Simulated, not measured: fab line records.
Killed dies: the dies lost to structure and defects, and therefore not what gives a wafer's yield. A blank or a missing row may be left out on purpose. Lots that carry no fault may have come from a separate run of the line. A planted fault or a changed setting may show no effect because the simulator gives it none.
fab line records	flow n5_finfet	part 1 of 2: steps 1 to 41 of 42
record: lots: 5	wafers: 14	last_day: 18
route steps=1938 shown BEOL_M2@922 BEOL_M3@931 BEOL_M4@1111 PASSIVATION@1936
lots untouched by any fault: they come from a run of this same line in which no faults occurred
start_h: start of the lot's first displayed wafer, in hours after the record's first day	wait_h: hours since the lot's step before	" repeats the value in the row above	L1.1+2: one row covering several wafers at once	- no value present, or no start provided	* or withheld: withheld	< > ~ a bound
route shown NAME@n: a module of which the file shows steps, and the number in the route of the first	usual: mean/standard deviation of fault-free wafers	same: alike in all rows	chamber/n: place in a boat	sites: readings site by site	_std_site: their standard deviation	_edge_site: mean of outer sites minus mean of inner sites	radius_mm: how far each site lies from the wafer's centre	mask NAME#n: copy n	behind: the last tool/chamber to shape the wafer	hold: why the lot was held/for how many hours/how that ended	device: whichever transistor did not switch (one of n, p or np)	end of line: tests of these same wafers at the route's end	a step without rows: its recipe alone	killed: not the wafer's yield, but the dies lost to structure and defects at the first sort	map: a wafer's dies, x killed, . not, _ none there
set.NAME: the setting that was run; set.NAME@STEP: the one run at that earlier step	model.NAME: the simulator's own value behind a step, which no gauge read
lots seen at some steps along the route; tables by step, rows by wafer
services: from which hour (start_h, from the record's first day; less than 0 if before it) a tool's chamber was out of use, for how many hours, and why
== steps ==
step: N5_BEOL_M2_ANNEAL_51
recipe: temp_c: 225	time_s: 90	ambient: N2
step: N5_BEOL_M2_CMP_52
recipe: stop_on: SiOC	t_overpolish_s: 6.8	down_force_psi: 1	platen_rpm: 50	clearing_platen_down_force_psi: 1.5	clearing_platen_rpm: 50	post_cmp_clean: cu_alkaline	target_thk_nm: 40	clearing_platen_pad_velocity_m_s: 0.99484	pad_velocity_m_s: 0.99484
step: N5_BEOL_M2_PRE_CLEAN_60
recipe: gas: NH3/H2	time_s: 15	temp_c: *	rf_power_w: 300
step: N5_BEOL_M2_CO_CAP_55
recipe: material: Co	target_thk_a: 20	temp_c: 200	precursor: CCTBA/H2	pressure_torr: 30	time_s: 102.1
step: N5_BEOL_M2_PRE_CLEAN_56
recipe: gas: NH3	time_s: 15	temp_c: withheld	rf_power_w: 300
step: N5_BEOL_M2_DEP_57
recipe: material: SiCN	target_thk_a: 80	temp_c: withheld	precursor: 3MS/NH3	pressure_torr: 3	rf_w: 202	time_s: 14
step: N5_BEOL_M3_ILD_DEP_00
recipe: material: SiOC	target_thk_a: 790	temp_c: 350	precursor: DEMS/O2	pressure_torr: 5	rf_w: 500	time_s: 15.3
step: N5_BEOL_M3_PECVD_72
recipe: material: SiO2	target_thk_a: 160	temp_c: 400	precursor: TEOS/O2	pressure_torr: 5.5	rf_w: 450	teos_flow_sccm: 53.8	gas: O2	flow_sccm: 3000	time_s: 18
step: N5_BEOL_M3_HM_DEP_02
recipe: material: TiN	target_thk_a: 200	temp_c: 25	chamber_pressure_pa: 0.49996
usual: throttle_valve_pct: 30.1/1.3
lot.wafer	tool	chamber	start_h	wait_h	throttle_valve_pct	model.TiN_of_BEOL_M3_HM_DEP_02.thk_nm
L566.1	pvd_sputter-03	-	172.77	0.1	30.1	20
L566.4	"	-	"	"	27.4	20.2
L566.5	"	-	"	"	29.2	20.2
L570.2	pvd_sputter-03	-	197.19	0.8	27.3	19.8
L570.5	"	-	"	"	28.9	30.8
L572.1	pvd_sputter-03	-	201.69	0.4	28.9	19.8
L572.3	"	-	"	"	29.5	20.4
L572.6	"	-	"	"	29.4	31.4
L573.3	pvd_sputter-03	-	226.16	0.8	28.8	19.4
L573.4	"	-	"	"	30.4	19.6
L573.5	"	-	"	"	28.9	30.2
L583.1	pvd_sputter-01	-	285.79	0.3	30.9	19.6
L583.3	"	-	"	"	32.5	20.2
L583.4	"	-	"	"	31.0	19.8
step: N5_BEOL_M3_COAT_61
recipe: resist: SOC	temp_c: 250	time_s: 60	spin_rpm: 1500	resist_thk_nm: 60
step: N5_BEOL_M3_COAT_62
recipe: resist: SiARC	temp_c: 220	time_s: 60	spin_rpm: 1500	resist_thk_nm: 12
step: N5_BEOL_M3_COAT_73
recipe: resist: underlayer	temp_c: 205	time_s: 60	spin_rpm: 1500	resist_thk_nm: 5
step: N5_BEOL_M3_COAT_05
recipe: resist: CAR-EUV	spin_rpm: 1500	resist_thk_nm: 30
step: N5_BEOL_M3_EBR_07
recipe: solvent: PGMEA	ebr_width_mm: 1.5
step: N5_BEOL_M3_SOFTBAKE_06
recipe: temp_c: 110	time_s: 60	resist: CAR-EUV
step: N5_BEOL_M3_EXPOSE_08
recipe: mask_id: M3	na: 0.33	source_shape: dipole	sigma_inner: 0.369	sigma_outer: 0.767	polarization: unpolarized	dose_mj: 33
step: N5_BEOL_M3_PEB_09
recipe: peb_temp_c: 100	peb_time_s: 60	resist: CAR-EUV
step: N5_BEOL_M3_DEVELOP_10
recipe: develop_time_s: 30	developer: TMAH	resist: CAR-EUV	rinse_liquid: surfactant_rinse	dry: air_spin	dev_temp_c: 23
step: N5_BEOL_M3_DESCUM_16
recipe: chemistry: O2	time_s: 7	source_power_w: 50	bias_power_w: 20	pressure_mtorr: 20	rf_frequency_hz: 2.712e+07	temp_c: 40	resist: CAR-EUV	o2_flow_sccm: 225
step: N5_BEOL_M3_ETCH_74
recipe: chemistry: N2/H2	target: underlayer	target_depth_a: 65	mask_material: CAR-EUV	time_s: 5.2	ion_energy_ev: 200	pressure_mtorr: 30	source_w: 840	bias_w: 150	n2_flow_sccm: 200	h2_flow_sccm: 200	ends: cleared
step: N5_BEOL_M3_ETCH_63
recipe: chemistry: CF4	target: SiARC	target_depth_a: 156	mask_material: CAR-EUV	time_s: 26	ion_energy_ev: 80	pressure_mtorr: 40	source_w: 545	bias_w: 36	Ar_flow_sccm: 100	cf4_flow_sccm: 100	ends: cleared
step: N5_BEOL_M3_ETCH_64
recipe: chemistry: N2/H2	target: SOC	target_depth_a: 750	overetch_a: 150	mask_material: SiARC	temp_c: 40	time_s: 112.5	ion_energy_ev: 200	pressure_mtorr: 30	source_w: 840	bias_w: 150	n2_flow_sccm: 200	h2_flow_sccm: 200
step: N5_BEOL_M3_STRIP_65
recipe: chemistry: N2/H2	temp_c: 40	n2_flow_sccm: 200	h2_flow_sccm: 200	rf_frequency_hz: 6e+07
step: N5_BEOL_M3_STRIP_75
recipe: chemistry: N2/H2	temp_c: 40	n2_flow_sccm: 200	h2_flow_sccm: 200	rf_frequency_hz: 6e+07
step: N5_BEOL_M3_STRIP_66
recipe: chemistry: CF4	resist: SiARC	power_w: 300	bias_power_w: 75	pressure_mtorr: 50	cf4_flow_sccm: 150	rf_frequency_hz: 6e+07
step: N5_BEOL_M3_HM_OPEN_17
recipe: chemistry: Cl2/BCl3	target_depth_a: 200	overetch_a: 60	target: TiN	mask_material: SOC	ion_energy_ev: 150	pressure_mtorr: 10	icp_w: 1000	bias_w: 126	Cl2_flow_sccm: 53.25	bcl3_flow_sccm: 21.75	Ar_flow_sccm: 25
usual: drypump_motor_current_A: 6.03/0.28	oes_product_au: 0.68/0.091	throttle_valve_pct: 22.02/0.15
lot.wafer	tool	chamber	start_h	wait_h	drypump_motor_current_A	oes_product_au	rf_hours_counter_h	throttle_valve_pct	model.etch.depth_nm
L566.1	rie_metal-02	0	173.80	0.0	5.64	0.78	9	22.09	19.98
L566.4	"	0	"	"	5.62	0.77	-	22.09	20.12
L566.5	"	0	"	"	5.63	0.78	-	22.07	20.28
L570.2	rie_metal-01	1	198.08	0.0	6.40	0.60	59	21.87	19.86
L570.5	"	1	"	"	6.35	0.72	-	21.65	26.31
L572.1	rie_metal-03	1	202.45	0.0	5.98	0.80	2	21.95	19.74
L572.3	"	1	"	"	6.00	0.81	-	21.95	20.39
L572.6	"	1	"	"	5.99	0.95	-	21.71	26.82
L573.3	rie_metal-02	1	226.96	0.1	6.27	0.56	-	21.95	19.47
L573.4	"	0	"	"	5.61	0.76	-	22.11	19.66
L573.5	"	1	"	"	6.27	0.66	-	21.70	25.88
L583.1	rie_metal-01	1	286.55	0.0	6.43	0.59	67	21.88	19.62
L583.3	"	1	"	"	6.42	0.60	-	21.89	20.12
L583.4	"	0	"	"	5.92	0.77	-	22.05	19.76
step: N5_BEOL_M3_STRIP_19
recipe: chemistry: O2	power_w: 400	temp_c: 40	pressure_mtorr: 30	rf_frequency_hz: 6e+07	bias_power_w: 0	overash_fraction: 0.2	o2_flow_sccm: 225
step: N5_BEOL_M3_COAT_67
recipe: resist: SOC	temp_c: 250	time_s: 60	spin_rpm: 1500	resist_thk_nm: 60
step: N5_BEOL_M3_COAT_68
recipe: resist: SiARC	temp_c: 220	time_s: 60	spin_rpm: 1500	resist_thk_nm: 12
step: N5_BEOL_M3_COAT_76
recipe: resist: underlayer	temp_c: 205	time_s: 60	spin_rpm: 1500	resist_thk_nm: 5
step: N5_BEOL_M3_COAT_22
recipe: resist: CAR-EUV	spin_rpm: 1500	resist_thk_nm: 30
step: N5_BEOL_M3_EBR_24
recipe: solvent: PGMEA	ebr_width_mm: 1.5
step: N5_BEOL_M3_SOFTBAKE_23
recipe: temp_c: 110	time_s: 60	resist: CAR-EUV
step: N5_BEOL_M3_EXPOSE_25
recipe: mask_id: V2	na: 0.33	source_shape: quasar	sigma_inner: 0.2	sigma_outer: 0.8	polarization: unpolarized	defocus_nm: 5	dose_mj: 63
step: N5_BEOL_M3_ETCHBACK_99
recipe: chemistry: CHF3	target: SiO2	target_depth_a: 50	time_s: 10.4	source_w: 215	bias_w: 47	Ar_flow_sccm: 200	CHF3_flow_sccm: 12	ion_energy_ev: 100	pressure_mtorr: 30
usual: CHF3_flow_sccm: 12.00/0.033	drypump_motor_current_A: 5.5/0.51	oes_product_au: 0.79/0.082	rf_vpp_V: 241/3.4	showerhead_plenum_p_Torr: 2.17/0.053	throttle_valve_pct: 17.09/0.14
lot.wafer	tool	chamber	start_h	wait_h	CHF3_flow_sccm	drypump_motor_current_A	oes_product_au	rf_hours_counter_h	rf_vpp_V	showerhead_plenum_p_Torr	throttle_valve_pct
L566.1	rie_diel-02	3	175.94	1.2	12.02	4.9	0.74	167	242	2.25	16.97
L566.4	"	1	"	"	11.94	5.7	0.78	141	239	2.14	16.93
L566.5	"	0	"	"	11.99	5.3	0.70	-	239	2.12	17.24
L570.2	rie_diel-02	0	200.65	1.7	12.06	5.3	0.70	210	239	2.12	17.27
L570.5	"	1	"	"	11.97	5.7	0.31	-	239	2.14	16.90
L572.1	rie_diel-02	2	205.34	1.4	11.99	6.4	0.94	13	244	2.22	17.04
L572.3	"	3	"	"	12.05	4.9	0.74	175	243	2.25	17.00
L572.6	"	1	"	"	11.98	5.7	0.30	-	236	2.14	16.92
L573.3	rie_diel-02	0	231.09	3.2	12.01	5.3	0.69	219	239	2.12	17.26
L573.4	"	1	"	"	12.03	5.7	0.77	156	239	2.13	16.95
L573.5	"	0	"	"	12.02	5.3	0.28	-	239	2.12	17.23
L583.1	rie_diel-02	1	298.63	11.2	12.06	5.7	0.76	176	238	2.13	16.98
L583.3	"	3	"	"	12.02	4.9	0.73	203	244	2.24	17.06
L583.4	"	0	"	"	12.01	5.3	0.67	238	240	2.11	17.31
step: N5_BEOL_M3_VIA_ETCH_34
recipe: chemistry: C4F6/O2	target_depth_a: 694	mask_material: SOC	pressure_mtorr: 15	ion_energy_ev: 250	taper_deg: 4	time_s: 65.9	source_w: 350	bias_w: 170	Ar_flow_sccm: 300	C4F6_flow_sccm: 10	O2_flow_sccm: 10
usual: drypump_motor_current_A: 5.6/0.51	oes_o_777_au: 0.79/0.078	oes_product_au: 0.79/0.082	rf_vpp_V: 665/9.1	showerhead_plenum_p_Torr: 2.87/0.067	throttle_valve_pct: 30.80/0.17
lot.wafer	tool	chamber	start_h	wait_h	drypump_motor_current_A	oes_o_777_au	oes_product_au	rf_hours_counter_h	rf_vpp_V	showerhead_plenum_p_Torr	throttle_valve_pct
L566.1	rie_diel-02	3	176.07	0.0	5.0	0.76	0.75	167	672	2.97	30.71
L566.4	"	1	"	"	5.7	0.79	0.79	141	658	2.83	30.56
L566.5	"	0	"	"	5.3	0.69	0.71	-	660	2.80	30.86
L570.2	rie_diel-02	0	200.79	0.0	5.3	0.69	0.70	210	661	2.80	30.85
L570.5	"	1	"	"	5.8	0.78	0.30	-	658	2.82	30.44
L572.1	rie_diel-02	2	205.47	0.0	6.3	0.93	0.94	13	671	2.93	30.98
L572.3	"	3	"	"	5.0	0.75	0.74	176	672	2.96	30.71
L572.6	"	1	"	"	5.7	0.78	0.30	-	657	2.82	30.43
L573.3	rie_diel-02	0	231.22	0.0	5.3	0.68	0.69	219	661	2.80	30.86
L573.4	"	1	"	"	5.7	0.77	0.77	156	660	2.82	30.55
L573.5	"	0	"	"	5.3	0.68	0.28	-	660	2.80	30.79
L583.1	rie_diel-02	1	298.77	0.0	5.7	0.76	0.75	176	657	2.81	30.59
L583.3	"	3	"	"	5.0	0.73	0.72	203	671	2.95	30.73
L583.4	"	0	"	"	5.3	0.67	0.67	238	660	2.79	30.90
step: N5_BEOL_M3_TRENCH_ETCH_37
recipe: chemistry: C4F6/O2	target_depth_a: 555.55	target: SiOC	time_s: 29.2	ion_energy_ev: 250	pressure_mtorr: 30	source_w: 355	bias_w: 185	Ar_flow_sccm: 300	C4F6_flow_sccm: 10	O2_flow_sccm: 10
usual: drypump_motor_current_A: 5.6/0.51	oes_o_777_au: 0.79/0.08	oes_product_au: 0.78/0.082	rf_vpp_V: 665/9	showerhead_plenum_p_Torr: 2.87/0.067	throttle_valve_pct: 20.88/0.14
lot.wafer	tool	chamber	start_h	wait_h	drypump_motor_current_A	oes_o_777_au	oes_product_au	rf_hours_counter_h	rf_vpp_V	showerhead_plenum_p_Torr	throttle_valve_pct	model.TiN_of_BEOL_M3_HM_DEP_02.thk_nm
L566.1	rie_diel-02	3	-	-	5.0	0.76	0.75	167	670	2.97	20.76	17.8
L566.4	"	1	"	"	5.8	0.78	0.78	141	658	2.83	20.68	17.8
L566.5	"	0	"	"	5.3	0.68	0.70	-	661	2.81	20.99	18
L570.2	rie_diel-02	0	-	-	5.3	0.68	0.70	210	661	2.81	21.01	17.6
L570.5	"	1	"	"	5.8	0.78	0.78	-	660	2.83	20.69	28.4
L572.1	rie_diel-02	2	-	-	6.4	0.94	0.94	14	670	2.93	20.91	17.4
L572.3	"	3	"	"	5.0	0.76	0.74	176	672	2.97	20.78	18
L572.6	"	1	"	"	5.7	0.78	0.78	-	658	2.83	20.68	29.2
L573.3	rie_diel-02	0	-	-	5.3	0.67	0.69	219	661	2.80	21.04	17.2
L573.4	"	1	"	"	5.7	0.77	0.76	156	660	2.82	20.70	17.4
L573.5	"	0	"	"	5.3	0.68	0.68	-	662	2.80	21.01	28
L583.1	rie_diel-02	1	-	-	5.7	0.75	0.76	176	659	2.81	20.72	17.2
L583.3	"	3	"	"	5.0	0.73	0.72	203	669	2.96	20.82	17.8
L583.4	"	0	"	"	5.3	0.66	0.68	238	661	2.79	21.06	17.4
step: N5_BEOL_M3_OCD_MEAS_38
usual: trench_depth_nm: 55.4/1.1
lot.wafer	tool	chamber	start_h	wait_h	trench_depth_nm
L566.1	ocd-01	-	176.33	-	53.9
L566.4	"	-	"	"	55.5
L566.5	"	-	"	"	53.5
L570.2	ocd-02	-	201.04	-	53.7
L570.5	"	-	"	"	1.5
L572.1	ocd-01	-	205.73	-	57.0
L572.3	"	-	"	"	54.2
L572.6	"	-	"	"	1.4
L573.3	ocd-02	-	231.48	-	53.1
L573.4	"	-	"	"	55.4
L573.5	"	-	"	"	2.2
L583.1	ocd-02	-	299.02	-	55.7
L583.3	"	-	"	"	54.7
L583.4	"	-	"	"	53.9
step: N5_BEOL_M3_CD_MEAS_35
recipe: target_cd_nm: 18	target_cd_y_nm: 21	polarity: opening
usual: cd_nm: 18.0/0.4
lot.wafer	tool	chamber	start_h	wait_h	cd_nm
L566.1	cd_sem-01	-	176.52	0.0	18.1
L566.4	"	-	"	"	18.4
L566.5	"	-	"	"	18.5
L570.2	cd_sem-02	-	201.19	0.0	18.4
L570.5	"	-	"	"	-
L572.1	cd_sem-01	-	205.88	0.0	18.1
L572.3	"	-	"	"	17.9
L572.6	"	-	"	"	-
L573.3	cd_sem-01	-	231.63	0.0	18.0
L573.4	"	-	"	"	17.8
L573.5	"	-	"	"	-
L583.1	cd_sem-03	-	299.27	0.0	18.6
L583.3	"	-	"	"	18.3
L583.4	"	-	"	"	18.3
step: N5_BEOL_M3_THK_MEAS_53
recipe: thk_meas_gauge: xrf	reads: Cu_of_BEOL_M3_ECD_50
usual: M3_THK: 39.8/1.5
lot.wafer	tool	chamber	start_h	wait_h	M3_THK[nm]
L566.1	film_metro-02	-	182.74	-	40.4
L566.4	"	-	"	"	39.2
L566.5	"	-	"	"	41.6
L570.2	film_metro-02	-	205.12	-	39.2
L570.5	"	-	"	"	-
L572.1	film_metro-01	-	210.53	-	39.6
L572.3	"	-	"	"	40.3
L572.6	"	-	"	"	-
L573.3	film_metro-02	-	235.45	-	38.1
L573.4	"	-	"	"	37.3
L573.5	"	-	"	"	-
L583.1	film_metro-02	-	302.74	-	38.3
L583.3	"	-	"	"	39.3
L583.4	"	-	"	"	41.3
step: N5_BEOL_M4_RC_MEAS_101
usual: DIBL_N: 36.3/2.2	DIBL_P: 36.0/2.4	IOFF_N: 0.16/0.042	IOFF_P: 0.22/0.041	ION_N: 672/14	ION_P: 462/7.9	SS_N: 71.7/0.76	SS_P: 73.3/0.72	VT_N: 250/3.6	VT_P: -249/3
lot.wafer	tool	chamber	start_h	wait_h	DIBL_N[mV/V]	DIBL_P[mV/V]	IOFF_N[nA/um]	IOFF_P[nA/um]	ION_N[uA/um]	ION_P[uA/um]	SS_N[mV/dec]	SS_P[mV/dec]	VT_N[mV]	VT_P[mV]
L566.1	prober-02	0	194.70	0.0	38.5	37.0	0.20	0.26	686	468	71.7	73.8	243	-248
L566.4	"	0	"	"	33.8	30.4	0.11	0.15	649	450	70.4	72.4	253	-252
L566.5	"	0	"	"	35.6	34.4	0.14	0.20	681	464	70.5	72.6	249	-248
L570.2	prober-01	0	213.40	0.2	36.4	35.8	0.16	0.19	675	461	72.1	73.4	250	-252
L572.1	prober-01	0	219.96	0.0	37.7	35.5	0.15	0.23	667	467	71.8	73.7	254	-249
L572.3	"	0	"	"	35.2	32.9	0.12	0.18	659	454	70.6	72.1	254	-253
L573.3	prober-02	0	243.75	0.3	34.7	34.9	0.15	0.21	669	467	71.2	73.2	248	-250
L573.4	"	0	"	"	36.3	36.5	0.19	0.23	682	468	72.6	73.5	249	-248
L583.1	prober-01	0	316.51	0.0	35.7	34.4	0.14	0.16	673	451	70.6	72.0	249	-257
L583.3	"	0	"	"	39.9	40.0	0.23	0.26	690	457	72.3	73.8	244	-248
L583.4	"	0	"	"	38.0	37.6	0.17	0.20	668	452	72.6	73.6	250	-256
== key ==
first_sign: step: N5_BEOL_M3_ETCHBACK_99	reading: oes_product_au	direction: down	sigmas: 6	usual: 0.79	struck: 0.30
effect: step: N5_BEOL_M3_VIA_ETCH_34	reading: oes_product_au	direction: down	sigmas: 6	usual: 0.79	struck: 0.29
effect: step: N5_BEOL_M3_OCD_MEAS_38	reading: trench_depth_nm	direction: down	sigmas: 48	usual: 55.4	struck: 1.7
effect: step: N5_BEOL_M3_CD_MEAS_35	reading: cd_nm	direction: missing
effect: step: N5_BEOL_M3_THK_MEAS_53	reading: M3_THK	direction: missing
effect: step: N5_PASSIVATION_PROBE_49	reading: killed_at_M0_to_M3	direction: up	sigmas: 99+	usual: 33	struck: 1073
model_effect: step: N5_BEOL_M3_HM_DEP_02	value: TiN_of_BEOL_M3_HM_DEP_02.thk_nm	without: 19.87	struck: 30.8
model_effect: step: N5_BEOL_M3_HM_OPEN_17	value: etch.depth_nm	without: 19.86	struck: 26.33
model_effect: step: N5_BEOL_M3_TRENCH_ETCH_37	value: TiN_of_BEOL_M3_HM_DEP_02.thk_nm	without: 17.53	struck: 28.53
more_kills_born_at: N5_BEOL_M3_HM_OPEN_17@rie_metal-01: 1054	N5_BEOL_M3_HM_OPEN_17@rie_metal-03: 1051	N5_BEOL_M3_HM_OPEN_17@rie_metal-02: 1034
met_at N5_BEOL_M3_HM_DEP_02
struck_wafers L570.5,L572.6,L573.5
later_rows_left_out L570.5,L572.6,L573.5
onset_between 172.77 197.19
fault: kind: process_parameter_drift	tool: pvd_sputter-03	chamber: -	onset_h: 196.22	steps: N5_BEOL_M3_HM_DEP_02	channel: target_thk_a	offset: *	shape: step	end_h: 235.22	scope: struck_wafers_only	acts_in: *	stated: *
later_rows_left_out: the simulator's readings of these wafers behind a module that went badly wrong aren't trusted and aren't shown, but for the sort
